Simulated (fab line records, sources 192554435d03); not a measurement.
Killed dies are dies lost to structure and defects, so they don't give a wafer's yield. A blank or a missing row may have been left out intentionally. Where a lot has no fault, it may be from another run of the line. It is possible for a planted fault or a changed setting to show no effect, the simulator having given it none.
Split-lot study + flow n5_finfet + 39 wafers read across 7 lots, on a route 1938 steps long

THE SPLIT ITSELF
At N5_MOL_CONTACT_COAG_CONTACT_ETCH_14 (etches SiO2 in C4F6/O2, target depth 27.5 nm, overetch 8.5 nm, time 20 s), the setting source_w was moved away from the recipe's 370 W on 15 of the 39 wafers read, by -12.0% to +17.5%. For the rest of the wafers, this setting stayed at what the recipe calls for.

The reading is taken at the split's own step.

THE READING
rf_vpp_V, in V, at N5_MOL_CONTACT_COAG_CONTACT_ETCH_14 (etches SiO2 in C4F6/O2, target depth 27.5 nm, overetch 8.5 nm, time 20 s). On this fab line, fault-free wafers typically give 694 V with a standard deviation of 3.1 V.

| wafer  | tool, chamber at the split | source_w as run, W | against the recipe | rf_vpp_V, V | against lot-mates on the recipe |
|--------|----------------------------|--------------------|--------------------|-------------|---------------------------------|
| L076.1 | rie_diel-05, 3             | 370                | recipe             | 695         | -                               |
| L076.2 | rie_diel-05, 1             | 344.4              | -6.9%              | 708         | +12                             |
| L076.3 | rie_diel-05, 2             | 344.4              | -6.9%              | 712         | +16                             |
| L076.4 | rie_diel-05, 0             | 344.4              | -6.9%              | 709         | +13                             |
| L076.5 | rie_diel-05, 2             | 370                | recipe             | 695         | -                               |
| L076.6 | rie_diel-05, 3             | 370                | recipe             | 697         | -                               |
| L077.1 | rie_diel-02, 3             | 370                | recipe             | 697         | -                               |
| L077.2 | rie_diel-02, 2             | 370                | recipe             | 687         | -                               |
| L077.4 | rie_diel-02, 1             | 370                | recipe             | 691         | -                               |
| L083.1 | rie_diel-02, 2             | 370                | recipe             | 687         | -                               |
| L083.2 | rie_diel-02, 0             | 370                | recipe             | 695         | -                               |
| L083.3 | rie_diel-02, 3             | 325.6              | -12.0%             | 725         | +34                             |
| L083.4 | rie_diel-02, 1             | 370                | recipe             | 692         | -                               |
| L083.5 | rie_diel-02, 0             | 325.6              | -12.0%             | 725         | +34                             |
| L083.6 | rie_diel-02, 3             | 325.6              | -12.0%             | 725         | +34                             |
| L086.1 | rie_diel-05, 1             | 370                | recipe             | 690         | -                               |
| L086.2 | rie_diel-05, 3             | 370                | recipe             | 696         | -                               |
| L086.3 | rie_diel-05, 0             | 370                | recipe             | 696         | -                               |
| L086.4 | rie_diel-05, 2             | 370                | recipe             | 697         | -                               |
| L086.5 | rie_diel-05, 1             | 370                | recipe             | 691         | -                               |
| L086.6 | rie_diel-05, 0             | 370                | recipe             | 696         | -                               |
| L089.1 | rie_diel-05, 0             | 370                | recipe             | 699         | -                               |
| L089.2 | rie_diel-05, 2             | 339.9              | -8.1%              | 713         | +18                             |
| L089.3 | rie_diel-05, 1             | 370                | recipe             | 690         | -                               |
| L089.4 | rie_diel-05, 3             | 339.9              | -8.1%              | 714         | +19                             |
| L089.5 | rie_diel-05, 3             | 370                | recipe             | 696         | -                               |
| L089.6 | rie_diel-05, 2             | 339.9              | -8.1%              | 713         | +18                             |
| L090.1 | rie_diel-05, 3             | 370                | recipe             | 696         | -                               |
| L090.2 | rie_diel-05, 0             | 370                | recipe             | 696         | -                               |
| L090.3 | rie_diel-05, 1             | 370                | recipe             | 689         | -                               |
| L090.4 | rie_diel-05, 2             | 434.6              | +17.5%             | 664         | -30                             |
| L090.5 | rie_diel-05, 1             | 434.6              | +17.5%             | 660         | -34                             |
| L090.6 | rie_diel-05, 2             | 434.6              | +17.5%             | 664         | -30                             |
| L096.1 | rie_diel-02, 0             | 422.3              | +14.1%             | 671         | -27                             |
| L096.2 | rie_diel-02, 3             | 370                | recipe             | 696         | -                               |
| L096.3 | rie_diel-02, 2             | 370                | recipe             | 700         | -                               |
| L096.4 | rie_diel-02, 1             | 422.3              | +14.1%             | 664         | -34                             |
| L096.5 | rie_diel-02, 1             | 422.3              | +14.1%             | 665         | -33                             |
| L096.6 | rie_diel-02, 2             | 370                | recipe             | 699         | -                               |

THE FIT
A straight line over all 39 wafers: rf_vpp_V changes by -2.07 V for each +1% of source_w; r = -0.98; the points scatter about the line by 3.7 V.
The same after taking each lot's own level away (the mean of its wafers on the recipe; 39 wafers): -2.15 V for each +1%; r = -0.98; scatter 3.8 V.
Per that fit: largest source_w move, reading shift of 38 V.
From 691.3 to 698.3 V: that is the span of the lots' own levels, equal to 2.3 times the standard deviation above.
So the lot-to-lot level changes the slope little: the two slopes agree.
Check: with one of the wafers moved furthest among these (+17.5%) left out of the fit, the line predicts -37.9 V for it against its lot-mates. Against them it came out at -29.7 V.
Tool readings at the split's step, against how far the setting was moved: rf_vpp_V r = -0.98.

FURTHER SPLITS ON THESE WAFERS
These wafers also went through other splits before the reading. Each is held against what the fit with the lots' levels taken away leaves over:
| other split on the same wafers        | wafers away from the commonest value | r with rf_vpp_V (lot level and that fit taken away) |
|---------------------------------------|--------------------------------------|-----------------------------------------------------|
| N5_FIN_SAQP_ETCH_52 source_w          | 15                                   | -0.10                                               |
| N5_DUMMY_GATE_ETCH_37 source_w        | 15                                   | +0.06                                               |
| N5_DUMMY_GATE_ETCH_31 target_depth_a  | 12                                   | -0.17                                               |
| N5_DUMMY_GATE_ETCH_42 bias_w          | 15                                   | +0.02                                               |
| N5_SD_EPI_P_EPI_21 time_s             | 9                                    | +0.15                                               |
| N5_MOL_CONTACT_COAG_ETCH_106 source_w | 9                                    | -0.21                                               |

THE FILE'S OWN FIT
rf_vpp_V changes by -2.16 V for each +1% of source_w, r = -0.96.
